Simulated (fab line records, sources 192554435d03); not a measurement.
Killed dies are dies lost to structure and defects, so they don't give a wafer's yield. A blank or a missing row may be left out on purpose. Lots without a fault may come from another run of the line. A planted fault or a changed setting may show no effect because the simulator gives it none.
Problem report in the 8D (eight disciplines) form, filled by code | flow n5_finfet | the parts of the form that need people (team, actions taken, sign-off) are left out

1. THE PROBLEM
raw_defect_count at N5_SD_EPI_P_INSPECT_26 reads a mean of 725 on 6 wafers of 2 lots; wafers without a fault read 178 with a standard deviation of 41. That is +13 standard deviations from the usual mean.
The step: inspects for defects (darkfield).
First seen on wafer L813.1, day 7 02:14, on defect_inspect-02. The record holds 25 wafers of 9 lots with a number at this step. Rule for "out", or "out of limits": more than 4 standard deviations from the usual mean. The other wafers with a number count as sound.

2. WHAT IT IS AND WHAT IT IS NOT
question                    | is                     | is not
which readings at this step | raw_defect_count       | -
which lots                  | L813, L814             | L798, L801, L802, L805, L815, L817, L818
which wafers of those lots  | all that have a number | -
read on which gauges        | defect_inspect-02      | defect_inspect-01
when                        | from day 7 02:14       | up to then (12 sound wafers); but 7 sound wafers of L815, L817, L818 came after

3. SUSPECTS, AND WHAT RULES EACH OUT
Counting: a tool at a process step up to the reading stays a suspect if it ran every lot that is out and no sound lot after the first of them.
- the gauge at N5_SD_EPI_P_INSPECT_26: ruled out. All the wafers that are out were read on defect_inspect-02, but those of them that N5_PASSIVATION_PROBE_49 has rows for are out there too, on other tools.
- rie_diel-01 at N5_SD_EPI_P_ETCHBACK_46 (etches SiNx in CH3F/O2, stops on SiO2, target depth 17.5 nm): kept. It ran every lot that is out, first L813 (day 6 22:54), and no sound lot after that; its last sound lot up to then is L801 (day 4 01:34).
- rie_diel-01 at N5_SD_EPI_P_ETCH_47 (etches SiOCN in CH3F/O2, target depth 25 nm): kept. It ran every lot that is out, first L813 (day 6 23:00), and no sound lot after that; its last sound lot up to then is L801 (day 4 01:40).
- rie_diel-01 at N5_SD_EPI_P_ETCH_16 (etches SiO2 in CHF3/O2, target depth 5 nm): kept. It ran every lot that is out, first L813 (day 6 23:06), and no sound lot after that; its last sound lot up to then is L801 (day 4 01:46).
Left after counting: rie_diel-01 at N5_SD_EPI_P_ETCHBACK_46, rie_diel-01 at N5_SD_EPI_P_ETCH_47, rie_diel-01 at N5_SD_EPI_P_ETCH_16.

4. THE CAUSE (what the simulator had put in)
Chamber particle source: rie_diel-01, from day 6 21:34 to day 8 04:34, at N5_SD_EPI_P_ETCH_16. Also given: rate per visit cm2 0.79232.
Counting left 3 suspects, and this tool is among them.

5. THE CHAIN OF EFFECTS, in route order
Each row: a reading whose mean over the struck wafers that have a number lies more than 3 standard deviations from the usual. Only readings for which the record gives a usual standard deviation are gone through. hours: the time from each lot's start at the first step in this table that gives one to its start at this step, as a median over the lots. sigmas: the change in usual standard deviations.
hours | step                    | reading              | usual  | on struck wafers | change | sigmas
0     | N5_SD_EPI_P_INSPECT_26  | raw_defect_count     | 178    | 725              | +547   | +13
226   | N5_PASSIVATION_PROBE_49 | defect_limited_yield | 91.0 % | 83.9             | -7.1   | -4.4
226   | N5_PASSIVATION_PROBE_49 | killed_at_front_end  | 41     | 138              | +96    | +8.0
226   | N5_PASSIVATION_PROBE_49 | killed_dies          | 106    | 190              | +84    | +4.4
226   | N5_PASSIVATION_PROBE_49 | sort_bin_5_function  | 5.3 %  | 9.8              | +4.5   | +4.5
226   | N5_PASSIVATION_PROBE_49 | sort_n_pass          | 1073   | 990              | -83    | -4.4
226   | N5_PASSIVATION_PROBE_49 | sort_yield_pct       | 91.0 % | 83.9             | -7.1   | -4.4
The process steps in it:
- N5_PASSIVATION_PROBE_49
Later measuring or inspecting steps at which every struck wafer that the step has a row for has a number for every such reading, and none has moved that far: N5_BEOL_M4_RC_MEAS_101.

6. WHAT WOULD HAVE CAUGHT IT SOONER
In this record the first reading out of limits at a measuring or inspecting step was taken at day 7 02:14, 5 hours after the fault began at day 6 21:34.
Of the tool readings at N5_SD_EPI_P_ETCH_16 for which the record gives a usual standard deviation, none was out on any struck wafer, so an alarm limit of 4 standard deviations on them would not have fired.
Of the lots that are out (2), L814 began N5_SD_EPI_P_ETCH_16 on rie_diel-01 after day 7 02:14. A hold on the tool at that time would have spared it.
